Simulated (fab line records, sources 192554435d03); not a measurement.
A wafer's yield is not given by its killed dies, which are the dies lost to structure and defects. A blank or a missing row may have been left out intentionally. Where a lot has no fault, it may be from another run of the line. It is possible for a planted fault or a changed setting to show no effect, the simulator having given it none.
Comparing a struck lot with a sound one    flow n5-finfet    15 steps out of a route of 1938
Sound: these wafers, L179.3, L179.4, L179.5. Struck: wafers L188.2, L188.3, L188.5. At the end, the cause is stated.
Each step with rows lists, per side, the tool, then ch with its chambers, then its first start. Under that, the readings that differ: sound wafers    struck wafers    difference of the means    sigmas: that difference in standard deviations of wafers without a fault.
alike: readings with means less than 2 such deviations apart, plus words and numbers identical on both sides. not compared: withheld readings, readings lacking a value on some wafer, bounds such as >300 that could conceal the same value, and numbers that have no deviation in the record and whose values overlap.
Wherever a step has rows on one side only, a row that says differs or no value, or a row with sigmas, the two part there. Numbers that have no deviation but don't overlap get no sigmas and don't part them. A reading missing from all wafers of one side parts the sides only when that side holds two or more wafers.

first, 2 steps without rows for these wafers: N5_BEOL_M5_PRECLEAN_42 (cleans in residue remover, time 60 s); N5_BEOL_M5_SRD_43 (time 30 s).
N5_BEOL_M5_CD_MEAS_35: target cd 28 nm, target cd y 24 nm.
  struck on cd-sem-01, day 11 09:15; sound on cd-sem-01, day 8 18:11
  alike: cd-nm
then, 1 step without rows for these wafers: N5_BEOL_M5_CURE_80 (cures SiCOH lowk, time 120 s).
N5_BEOL_M5_DEGAS_44: time 60 s.
  struck on pvd-sputter-03, day 11 09:37; sound on pvd-sputter-02, day 8 18:43
  alike: heater-power-w
then, 2 steps without rows for these wafers: N5_BEOL_M5_PRE_CLEAN_45 (time 30 s); N5_BEOL_M5_ALD_86 (deposits TaN, pulse time 2 s, purge time 3 s, co reactant purge time 2 s).
N5_BEOL_M5_SURFACE_TREAT_87:
  struck on pvd-sputter-01, day 11 09:59; sound on pvd-sputter-02, day 8 19:07
  not compared: pressure-mtorr, throttle-valve-pct
then, 1 step without rows for these wafers: N5_BEOL_M5_CVD_47 (deposits Co from CCTBA/H2, target thk 3 nm, time 216 s).
N5_BEOL_M5_SPUTTER_48: material Cu, target thk 15 nm, time 27.62 s.
  struck on pvd-sputter-03, day 11 10:14; sound on pvd-sputter-02, day 8 19:29
  alike: chuck-sensor-temp-C, throttle-valve-pct
N5_BEOL_M5_ANNEAL_49: time 1800 s.
  struck on pvd-sputter-03, day 11 10:19; sound on pvd-sputter-02, day 8 19:34
  alike: heater-power-w, susceptor-temp-C
then, 1 step without rows for these wafers: N5_BEOL_M5_SPUTTER_81 (material Cu, target thk 15 nm, time 27.62 s).
N5_BEOL_M5_ANNEAL_82: time 1800 s.
  struck on pvd-sputter-03, day 11 11:24; sound on pvd-sputter-02, day 8 20:39
  no value came back on the struck wafers for heater-power-w (W), susceptor-temp-C (C); on the sound wafers heater-power-w (W) reads 857 694 726
N5_BEOL_M5_SPUTTER_83: material Cu, target thk 15 nm, time 27.62 s.
  struck on pvd-sputter-03, day 11 12:24; sound on pvd-sputter-02, day 8 21:40
  alike: chuck-sensor-temp-C, throttle-valve-pct
-- a jump in the record: the struck wafers' starts before and after are 4 days apart (it breaks off in module BEOL_M5 and resumes in module PASSIVATION, where the first step shown is number 1936 of the route) --
N5_PASSIVATION_PROBE_49:
  struck on prober-02, day 15 09:55; sound on prober-01, day 12 18:14
  alike: defect-limited-yield, killed_at_M0_to_M3, killed_at_M4_up, killed-at-contacts, killed-at-front-end, killed-at-other, killed-dies, killed-on-rim, killed-open, killed-short, sort_bin_4_leakage, sort_bin_5_function, sort_bin_6_memory, sort-n-pass, sort-yield-pct

== WHERE THEY PART ==
Within this record, at N5_BEOL_M5_ANNEAL_82 only. Later steps at which nothing parts them and some readings are alike: N5_BEOL_M5_SPUTTER_83, N5_PASSIVATION_PROBE_49.

WHY: what the simulator had put in
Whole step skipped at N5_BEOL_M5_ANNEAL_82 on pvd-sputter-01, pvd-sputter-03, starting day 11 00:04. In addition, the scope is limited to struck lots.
